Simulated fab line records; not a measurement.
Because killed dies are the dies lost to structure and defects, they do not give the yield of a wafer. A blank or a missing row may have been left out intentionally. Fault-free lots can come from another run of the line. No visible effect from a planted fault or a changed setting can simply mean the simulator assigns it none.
Which tool did it?	flow n5Finfet	33 wafers from 11 lots sampled at 4 of the route's 1938 steps

== WHAT EACH GAUGE READ, for each wafer ==
The record holds no reading of a measuring or inspecting step that can be judged against a usual standard deviation.

== EACH LOT AND THE TOOL THAT RAN IT (in order: tool; ch and the chambers of the sampled wafers; start) ==
lot	N5_BEOL_M5_SPUTTER_83	N5_PASSIVATION_ETCH_54	N5_PASSIVATION_STRIP_48	N5_PASSIVATION_PROBE_49
L331	pvdSputter-02, day 8 09:09	rieDiel-05 ch 1,2, day 12 04:08	rieDiel-05 ch 1,2, day 12 04:25	prober-01, day 12 07:01
L332	pvdSputter-01, day 9 02:31	rieDiel-03 ch 0,2, day 13 01:59	rieDiel-03 ch 0,2, day 13 02:16	prober-01, day 13 04:46
L333	pvdSputter-01, day 9 10:41	rieDiel-03 ch 0,2,3, day 13 07:22	rieDiel-03 ch 0,2,3, day 13 07:40	prober-02, day 13 10:15
L334	pvdSputter-02, day 9 18:35	rieDiel-06 ch 0,2,3, day 13 11:43	rieDiel-06 ch 0,2,3, day 13 12:01	prober-01, day 13 14:49
L338	pvdSputter-02, day 10 20:36	rieDiel-06 ch 0,1,3, day 14 17:23	rieDiel-06 ch 0,1,3, day 14 17:41	prober-01, day 14 20:10
L341	pvdSputter-02, day 11 05:50	rieDiel-06 ch 0,1,3, day 14 22:52	rieDiel-06 ch 0,1,3, day 14 23:09	prober-02, day 15 01:38
L344	pvdSputter-03, day 12 20:52	rieDiel-06 ch 1,2,3, day 16 11:10	rieDiel-06 ch 1,2,3, day 16 11:27	prober-01, day 16 13:58
L346	pvdSputter-01, day 12 22:34	rieDiel-06 ch 0,2,3, day 16 16:24	rieDiel-06 ch 0,2,3, day 16 16:41	prober-02, day 16 19:11
L347	pvdSputter-03, day 13 02:10	rieDiel-06 ch 0,2, day 16 21:41	rieDiel-06 ch 0,2, day 16 21:58	prober-01, day 17 00:28
L351	pvdSputter-03, day 14 06:58	rieDiel-06 ch 0,3, day 18 06:52	rieDiel-06 ch 0,3, day 18 07:09	prober-01, day 18 09:40
L352	pvdSputter-02, day 14 10:38	rieDiel-06 ch 0,2,3, day 18 05:59	rieDiel-06 ch 0,2,3, day 18 06:17	prober-01, day 18 08:50
- N5_BEOL_M5_SPUTTER_83: material Cu, target thk 15 nm, time 27.62 s.
- N5_PASSIVATION_ETCH_54: etches SiO2 in CHF3/O2, target depth 880 nm, time 440 s.
- N5_PASSIVATION_STRIP_48: strips in O2.
- N5_PASSIVATION_PROBE_49

== AS READ BY THE TOOLS THEMSELVES (means over the sampled wafers that have a number; for cases with no such wafer, the mark the record gives instead) ==
N5_BEOL_M5_SPUTTER_83. Usual: susceptorTempC -20.00 C, standard deviation 0.11; throttleValvePct 29.9 %, standard deviation 1.4.
lot	tool	susceptorTempC (C)	throttleValvePct (%)	flag
L331	pvdSputter-02	-19.99	30.3	
L332	pvdSputter-01	-19.99	29.5	
L333	pvdSputter-01	-19.91	29.1	
L334	pvdSputter-02	-19.96	30.9	
L338	pvdSputter-02	-19.96	30.8	
L341	pvdSputter-02	-20.11	31.0	
L344	pvdSputter-03	-20.01	29.4	
L346	pvdSputter-01	-19.98	28.7	
L347	pvdSputter-03	-20.15	31.3	
L351	pvdSputter-03	-20.01	29.4	
L352	pvdSputter-02	-20.03	30.8	

N5_PASSIVATION_ETCH_54. Usual: drypumpMotorCurrentA 5.9 A, standard deviation 0.39; mfcArSccm 200.0 sccm, standard deviation 0.61; oesProductAu 0.82 a.u., standard deviation 0.069; rfVppV 522 V, standard deviation 6; showerheadPlenumPTorr 2.41 Torr, standard deviation 0.11; throttleValvePct 18.75 %, standard deviation 0.24.
lot	tool	drypumpMotorCurrentA (A)	mfcArSccm (sccm)	oesProductAu (a.u.)	rfVppV (V)	showerheadPlenumPTorr (Torr)	throttleValvePct (%)	flag
L331	rieDiel-05	5.6	200.5	0.82	524	2.46	18.58	
L332	rieDiel-03	6.0	200.4	0.80	520	2.26	18.87	
L333	rieDiel-03	6.0	199.5	0.81	522	2.36	18.88	
L334	rieDiel-06	6.2	200.1	0.84	519	2.34	18.65	
L338	rieDiel-06	5.9	200.3	0.80	522	2.39	18.68	
L341	rieDiel-06	5.9	200.2	0.80	522	2.39	18.69	
L344	rieDiel-06	6.0	200.1	0.82	522	2.40	18.69	
L346	rieDiel-06	6.2	200.2	0.81	518	2.33	18.70	
L347	rieDiel-06	6.1	200.4	0.82	513	2.33	18.70	
L351	rieDiel-06	6.0	199.8	0.76	517	2.31	18.73	
L352	rieDiel-06	6.2	200.5	0.80	519	2.32	18.71	

N5_PASSIVATION_STRIP_48. Usual: drypumpMotorCurrentA 5.9 A, standard deviation 0.39; oesProductAu 0.82 a.u., standard deviation 0.072; rfVppV 3.5 V, standard deviation 2.5; showerheadPlenumPTorr 2.10 Torr, standard deviation 0.099; throttleValvePct 16.62 %, standard deviation 0.23.
lot	tool	drypumpMotorCurrentA (A)	oesProductAu (a.u.)	rfVppV (V)	showerheadPlenumPTorr (Torr)	throttleValvePct (%)	flag
L331	rieDiel-05	5.5	0.82	7.2	2.15	16.51	
L332	rieDiel-03	5.9	0.80	3.9	1.96	16.77	
L333	rieDiel-03	5.9	0.80	2.1	2.05	16.75	
L334	rieDiel-06	6.2	0.85	2.9	2.04	16.53	
L338	rieDiel-06	5.8	0.80	3.0	2.08	16.62	
L341	rieDiel-06	5.9	0.81	3.2	2.08	16.59	
L344	rieDiel-06	6.0	0.84	5.0	2.09	16.53	
L346	rieDiel-06	6.2	0.80	4.6	2.03	16.59	
L347	rieDiel-06	6.1	0.83	5.3	2.03	16.59	
L351	rieDiel-06	6.0	0.78	2.8	2.01	16.67	
L352	rieDiel-06	6.2	0.80	3.2	2.02	16.67	

N5_PASSIVATION_PROBE_49. Usual: defectLimitedYield 91.1 %, standard deviation 1.5; killed_at_M0_to_M3 35, standard deviation 9.5; killed_at_M4_up 13, standard deviation 5.2; killedAtContacts 12, standard deviation 6.1; killedAtFrontEnd 41, standard deviation 14; killedAtOther 3.8, standard deviation 2.9; killedDies 105, standard deviation 17; killedOpen 70, standard deviation 13; killedShort 33, standard deviation 8.4; sort_bin_5_function 5.1 %, standard deviation 0.97; sort_bin_6_memory 3.4 %, standard deviation 0.69; sortNPass 1075, standard deviation 17; sortYieldPct 91.1 %, standard deviation 1.5.
lot	tool	defectLimitedYield (%)	killed_at_M0_to_M3	killed_at_M4_up	killedAtContacts	killedAtFrontEnd	killedAtOther	killedDies	killedOpen	killedShort	sort_bin_5_function (%)	sort_bin_6_memory (%)	sortNPass	sortYieldPct (%)	flag
L331	prober-01	92.0	39	10	11	28	6.3	94	61	32	4.4	3.3	1086	92.0	
L332	prober-01	90.6	56	13	7	29	5.3	111	74	37	5.4	3.6	1069	90.6	
L333	prober-02	90.5	45	10	10	42	5.3	113	67	45	5.4	3.8	1067	90.5	
L334	prober-01	89.8	44	14	11	48	3.0	120	84	35	5.8	4.1	1060	89.8	
L338	prober-01	86.1	38	92	7	20	6.0	164	56	26	8.7	3.7	1016	86.1	OFF
L341	prober-02	85.2	38	93	8	34	2.0	175	61	28	9.5	3.9	1005	85.2	OFF
L344	prober-01	90.0	34	14	14	52	4.3	118	79	37	5.6	4.1	1062	90.0	
L346	prober-02	91.8	25	14	10	44	3.0	97	66	29	4.5	3.3	1083	91.8	
L347	prober-01	90.6	40	14	7	45	5.0	111	73	36	5.7	3.4	1069	90.6	
L351	prober-01	92.6	29	23	9	25	1.3	88	59	26	4.5	2.6	1092	92.6	
L352	prober-01	92.6	37	10	8	24	7.7	87	58	28	4.3	2.8	1093	92.6	

== THE ANSWER, worked out from the rows above alone ==
Rule: a lot counts as off when the mean over its wafers that have a number is more than 3 standard deviations away from the usual mean. Also off: a lot with no number at a reading for which 4 or more lots have one. Any other lot the step has rows for is counted as sound. After the gauges, taken in route order, come the tools' own readings; for these a lot's mean is taken, as printed above. At the first step where some lot is off, the reading lying furthest off is the one used; lots without a number count as furthest.
Off at N5_PASSIVATION_PROBE_49 (killed_at_M4_up): L338, L341.
A tool fits if, at that step or a process step before it, it ran every lot that is off, and no sound lot after the first of them. Not one of the candidates tried fits.

== WHAT THE SIMULATOR HAD INSERTED ==
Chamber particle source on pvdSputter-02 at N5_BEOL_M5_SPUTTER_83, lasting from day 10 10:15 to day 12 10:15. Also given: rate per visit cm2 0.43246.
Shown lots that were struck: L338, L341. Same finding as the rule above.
